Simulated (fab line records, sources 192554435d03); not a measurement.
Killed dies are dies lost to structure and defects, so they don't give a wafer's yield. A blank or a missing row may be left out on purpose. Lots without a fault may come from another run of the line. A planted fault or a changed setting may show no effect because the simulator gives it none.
fab line records | flow n5_finfet
record lots=11 wafers=31 last_day=17
route steps=1938 shown BEOL_M5@1178 BEOL_M6@1197
lots that met no fault: from a run of the same line without faults
start_h: hours from the record's first day to the start of the lot's first wafer shown | wait_h: hours since the lot's step before | " the same as in the row above | L1.1+2: a row that stands for several wafers | - no value, or no start given | * or withheld: withheld | < > ~ a bound
route shown NAME@n: a module of which the file shows steps, and the number in the route of the first | usual: mean/standard deviation of fault-free wafers | same: alike in all rows | chamber/n: place in a boat | sites: the reading at each site | _std_site: their standard deviation | _edge_site: outer sites' mean less inner sites' | radius_mm: how far each site lies from the wafer's centre | mask NAME#n: copy n | behind: the tool/chamber that last shaped the wafer | hold: why the lot was held/for how many hours/how that ended | device: the transistor (n, p or np) that didn't switch | end of line: the same wafers' tests at the end of the route | a step without rows: its recipe alone | killed: dies lost to structure and defects at the first sort, not the wafer's yield | map: a wafer's dies, x killed, . not, _ none there
set.NAME: the setting as run; set.NAME@STEP: as run at that earlier step | model.NAME: the simulator's own value behind a step, which no gauge read
steps of the route over a sample of lots; a table a step, a row a wafer
services: from which hour (start_h, from the record's first day; less than 0 if before it) a tool's chamber was out of use, for how many hours, and why
## steps
# step N5_BEOL_M5_ANNEAL_82
# recipe temp_c=400 time_s=1800 ambient=vacuum
# usual heater_power_w=818/60
# same time_s=1800
# columns lot.wafer tool chamber start_h wait_h heater_power_w
L533.2 pvd_sputter-01 - 178.18 0.0 860
L533.3 " - " " 835
L533.5 " - " " 841
L532.4 pvd_sputter-03 - 180.42 0.0 834
L532.5 " - " " 758
L532.6 " - " " 761
L534.2 pvd_sputter-03 - 185.13 0.0 752
L534.4 " - " " 754
L534.5 " - " " 807
L541.3 pvd_sputter-03 - 221.71 0.0 795
L541.4 " - " " 769
L541.5 " - " " 755
L540.1 pvd_sputter-02 - 229.17 0.0 839
L540.4 " - " " 850
L540.5 " - " " 697
L543.3 pvd_sputter-03 - 244.57 0.0 750
L543.4 " - " " 844
L543.5 " - " " 788
L545.1 pvd_sputter-03 - 252.71 0.0 776
L545.2 " - " " 826
L545.3 " - " " 778
L551.3 pvd_sputter-02 - 279.58 0.0 824
L551.4 " - " " 853
L548.3 pvd_sputter-03 - 280.64 0.0 816
L548.5 " - " " 833
L548.6 " - " " 744
L553.1 pvd_sputter-02 - 304.43 0.0 684
L553.4 " - " " 855
L555.2 pvd_sputter-02 - 312.20 0.0 873
L555.3 " - " " 687
L555.4 " - " " 847
# step N5_BEOL_M6_PECVD_70
# recipe material=SiO2 target_thk_a=200 temp_c=400 precursor=TEOS/O2 pressure_torr=5.5 rf_w=450 teos_flow_sccm=53.8 gas=O2 flow_sccm=3000 time_s=22.7
# usual chamber_pressure_Torr=5.498/0.012 heater_power_w=740/120 showerhead_plenum_p_Torr=8.77/0.056 throttle_valve_pct=22.6/1.3
# same time_s=22.7
# columns lot.wafer tool chamber start_h wait_h chamber_pressure_Torr heater_power_w showerhead_plenum_p_Torr throttle_valve_pct
L533.2 pecvd-02 1 183.09 0.0 5.506 612 8.67 21.7
L533.3 " 0 " " 5.486 569 8.82 22.5
L533.5 " 1 " " 5.504 621 8.64 21.9
L532.4 pecvd-02 0 185.37 0.1 5.476 576 8.81 22.8
L532.5 " 1 " " 5.516 732 8.69 22.0
L532.6 " 2 " " 5.497 840 8.77 21.5
L534.2 pecvd-03 0 190.04 0.0 5.491 850 8.78 22.0
L534.4 " 1 " " 5.496 722 8.77 25.7
L534.5 " 2 " " 5.496 715 8.82 24.7
L541.3 pecvd-04 1 227.09 0.0 5.519 873 8.69 22.5
L541.4 " 1 " " 5.508 895 8.72 22.8
L541.5 " 2 " " 5.484 529 8.82 21.8
L540.1 pecvd-04 2 234.08 0.0 5.507 557 8.84 22.1
L540.4 " 2 " " 5.503 548 8.83 21.8
L540.5 " 1 " " 5.489 838 8.72 22.8
L543.3 pecvd-02 2 250.45 0.0 5.510 979 8.77 21.7
L543.4 " 1 " " 5.487 672 8.66 21.7
L543.5 " 2 " " 5.513 963 8.78 21.5
L545.1 pecvd-02 0 257.67 0.0 5.513 614 8.84 22.7
L545.2 " 2 " " 5.478 907 8.77 21.3
L545.3 " 0 " " 5.504 609 8.82 22.8
L551.3 pecvd-02 1 284.57 0.0 5.519 662 8.66 21.7
L551.4 " 0 " " 5.482 574 8.84 22.8
L548.3 pecvd-03 0 285.57 0.1 5.465 858 8.81 22.2
L548.5 " 1 " " 5.514 703 8.78 25.7
L548.6 " 0 " " 5.466 865 8.78 22.5
L553.1 pecvd-02 1 309.61 0.0 5.489 716 8.68 21.7
L553.4 " 1 " " 5.485 740 8.66 21.6
L555.2 pecvd-04 2 317.16 0.0 5.504 637 8.82 22.3
L555.3 " 0 " " 5.511 703 8.77 23.2
L555.4 " 0 " " 5.493 698 8.77 23.2
# step N5_BEOL_M6_ETCH_62
# recipe chemistry=N2/H2 target=SOC target_depth_a=1100 overetch_a=220 mask_material=SiARC temp_c=40 time_s=165 ion_energy_ev=200 pressure_mtorr=30 source_w=840 bias_w=150 n2_flow_sccm=200 h2_flow_sccm=200
# usual drypump_motor_current_A=5.6/0.52 oes_product_au=0.70/0.063 rf_vpp_V=524.7/2.4 showerhead_plenum_p_Torr=2.57/0.079 throttle_valve_pct=17.73/0.22
# same time_s=165
# columns lot.wafer tool chamber start_h wait_h drypump_motor_current_A oes_product_au rf_hours_counter_h rf_vpp_V showerhead_plenum_p_Torr throttle_valve_pct
L533.2 rie_diel-03 0 185.79 0.0 6.0 0.72 73 529.2 2.69 17.80
L533.3 " 2 " " 5.4 0.83 1 523.3 2.50 17.44
L533.5 " 0 " " 6.0 0.72 - 528.3 2.68 17.81
L532.4 rie_diel-02 3 186.15 0.0 4.7 0.63 199 523.1 2.52 17.85
L532.5 " 0 " " 6.2 0.81 - 528.4 2.71 17.54
L532.6 " 1 " " 4.9 0.69 - 524.9 2.57 17.63
L534.2 rie_diel-02 1 192.16 0.0 4.9 0.69 91 523.1 2.57 17.63
L534.4 " 0 " " 6.3 0.80 12 529.1 2.71 17.56
L534.5 " 3 " " 4.7 0.62 - 523.4 2.52 17.85
L541.3 rie_diel-04 2 228.76 0.0 5.7 0.66 126 523.0 2.56 17.92
L541.4 " 3 " " 5.4 0.70 76 527.5 2.69 17.58
L541.5 " 0 " " 5.9 0.78 - 521.7 2.49 17.69
L540.1 rie_diel-04 3 236.37 0.0 5.4 0.70 78 527.5 2.69 17.57
L540.4 " 2 " " 5.7 0.65 128 524.3 2.56 17.91
L540.5 " 2 " " 5.7 0.65 - 524.5 2.56 17.90
L543.3 rie_diel-02 1 251.21 0.0 4.9 0.67 112 524.3 2.56 17.67
L543.4 " 2 " " 5.5 0.74 39 521.7 2.48 17.64
L543.5 " 0 " " 6.3 0.75 - 529.0 2.70 17.58
L545.1 rie_diel-03 0 260.05 0.0 6.0 0.70 98 529.6 2.67 17.85
L545.2 " 2 " " 5.4 0.75 30 523.0 2.49 17.50
L545.3 " 1 " " 5.7 0.72 51 525.3 2.59 17.50
L551.3 rie_diel-02 3 286.11 0.0 4.7 0.60 235 522.4 2.51 17.90
L551.4 " 2 " " 5.5 0.72 51 521.6 2.48 17.64
L548.3 rie_diel-03 2 290.11 0.0 5.4 0.74 40 523.1 2.48 17.51
L548.5 " 3 " " 4.9 0.61 - 520.9 2.51 17.97
L548.6 " 2 " " 5.4 0.73 - 521.7 2.48 17.52
L553.1 rie_diel-04 1 310.66 0.0 6.6 0.60 218 526.1 2.62 18.27
L553.4 " 2 " " 5.7 0.65 145 523.7 2.55 17.94
L555.2 rie_diel-02 1 318.60 0.0 4.9 0.65 138 523.7 2.55 17.71
L555.3 " 0 " " 6.2 0.73 60 528.7 2.69 17.63
L555.4 " 2 " " 5.5 0.70 64 522.2 2.47 17.67
# step N5_BEOL_M6_STRIP_19
# recipe chemistry=O2 power_w=400 temp_c=40 pressure_mtorr=30 rf_frequency_hz=6e+07 bias_power_w=0 overash_fraction=0.2 o2_flow_sccm=225
# usual drypump_motor_current_A=5.5/0.55 oes_product_au=0.82/0.078 rf_vpp_V=3.7/0.63 showerhead_plenum_p_Torr=2.12/0.068 temp_c=40.02/0.11 throttle_valve_pct=16.56/0.18
# columns lot.wafer tool chamber start_h wait_h drypump_motor_current_A oes_product_au rf_hours_counter_h rf_vpp_V showerhead_plenum_p_Torr temp_c throttle_valve_pct
L533.2 rie_diel-03 3 186.21 0.2 4.9 0.72 195 4.0 2.08 39.86 16.82
L533.3 " 0 " " 6.0 0.86 73 3.7 2.21 39.97 16.57
L533.5 " 1 " " 5.7 0.91 - 3.6 2.15 39.99 16.37
L532.4 rie_diel-03 2 186.45 0.1 5.4 0.98 1 3.8 2.06 40.11 16.28
L532.5 " 1 " " 5.7 0.90 - 3.4 2.15 40.01 16.37
L532.6 " 2 " " 5.4 0.98 - 3.8 2.06 39.83 16.32
L534.2 rie_diel-04 0 192.46 0.1 5.8 0.97 3 4.1 2.05 40.01 16.45
L534.4 " 0 " " 5.8 0.96 - 3.8 2.05 40.21 16.45
L534.5 " 3 " " 5.4 0.85 - 4.6 2.22 39.88 16.47
L541.3 rie_diel-02 0 229.06 0.1 6.3 0.92 24 3.6 2.24 40.03 16.43
L541.4 " 1 " " 4.9 0.81 - 3.5 2.11 39.94 16.52
L541.5 " 0 " " 6.3 0.91 - 4.2 2.24 40.07 16.44
L540.1 rie_diel-02 0 236.67 0.1 6.2 0.90 28 3.1 2.24 39.89 16.45
L540.4 " 0 " " 6.2 0.91 - 2.7 2.24 40.10 16.46
L540.5 " 3 " " 4.7 0.71 - 3.5 2.07 40.01 16.75
L543.3 rie_diel-04 0 251.60 0.1 5.8 0.91 25 3.7 2.05 39.95 16.48
L543.4 " 3 " " 5.4 0.82 82 4.2 2.21 40.29 16.49
L543.5 " 3 " " 5.4 0.82 - 3.1 2.21 40.19 16.52
L545.1 rie_diel-03 2 260.41 0.1 5.4 0.89 30 4.3 2.05 40.10 16.35
L545.2 " 0 " " 6.0 0.82 99 4.2 2.20 40.02 16.63
L545.3 " 1 " " 5.7 0.87 51 4.3 2.14 39.92 16.41
L551.3 rie_diel-04 2 286.40 0.1 5.7 0.75 136 3.4 2.10 40.61 16.85
L551.4 " 1 " " 6.6 0.71 214 4.2 2.15 40.54 17.00
L548.3 rie_diel-02 3 290.42 0.1 4.7 0.71 237 5.2 2.06 39.97 16.78
L548.5 " 2 " " 5.5 0.86 - 4.0 2.04 39.94 16.40
L548.6 " 3 " " 4.7 0.72 - 3.8 2.06 40.03 16.77
L553.1 rie_diel-04 1 310.96 0.1 6.6 0.70 219 4.0 2.15 40.56 17.03
L553.4 " 2 " " 5.7 0.75 145 3.1 2.10 40.48 16.84
L555.2 rie_diel-02 3 318.89 0.1 4.7 0.70 241 3.9 2.06 40.02 16.79
L555.3 " 2 " " 5.5 0.85 65 2.7 2.03 39.96 16.41
L555.4 " 1 " " 4.9 0.77 138 3.5 2.10 40.02 16.56
## services
# columns tool chamber start_h hours kind
rie_diel-04 2 154.57 4.1 repair
rie_diel-04 0 158.70 - clean
rie_diel-04 0 158.70 - consumable_replace:focus_ring
rie_diel-04 0 158.70 22.6 scheduled_down
rie_diel-04 0 158.70 22.6 vent_cycle
rie_diel-04 2 159.80 4.9 repair
rie_diel-03 2 170.55 - clean
rie_diel-03 2 170.55 - consumable_replace:focus_ring
rie_diel-03 2 170.55 12.6 scheduled_down
rie_diel-03 2 170.55 12.6 vent_cycle
rie_diel-04 2 190.24 6.7 repair
rie_diel-03 3 197.34 29.9 repair
rie_diel-03 2 197.76 2.9 repair
pecvd-02 - 198.18 2.8 pm
rie_diel-03 0 199.70 6.3 repair
pecvd-03 2 202.38 - clean
rie_diel-02 - 215.16 4.3 pm
rie_diel-02 2 225.53 14.6 repair
pecvd-03 - 243.56 0.8 repair
pecvd-02 1 254.24 5.4 repair
pecvd-03 2 281.75 5.9 repair
rie_diel-04 1 288.71 11.0 repair
rie_diel-04 - 298.50 2.8 pm
rie_diel-03 3 301.67 7.3 repair
## key
first_sign step=N5_BEOL_M6_STRIP_19 reading=temp_c direction=up sigmas=4.8 usual=* struck=*
effect none on later readings
met_at N5_BEOL_M6_STRIP_19
struck_lots L551,L553
not_acting_at N5_BEOL_M5_ANNEAL_82,N5_BEOL_M6_PECVD_70,N5_BEOL_M6_ETCH_62
onset_between 251.60 286.40
fault kind=process_parameter_drift tool=rie_diel-04 chamber=- onset_h=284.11 steps=N5_BEOL_M6_STRIP_19 channel=temp_c offset=* shape=step end_h=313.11 acts_in=* stated=*
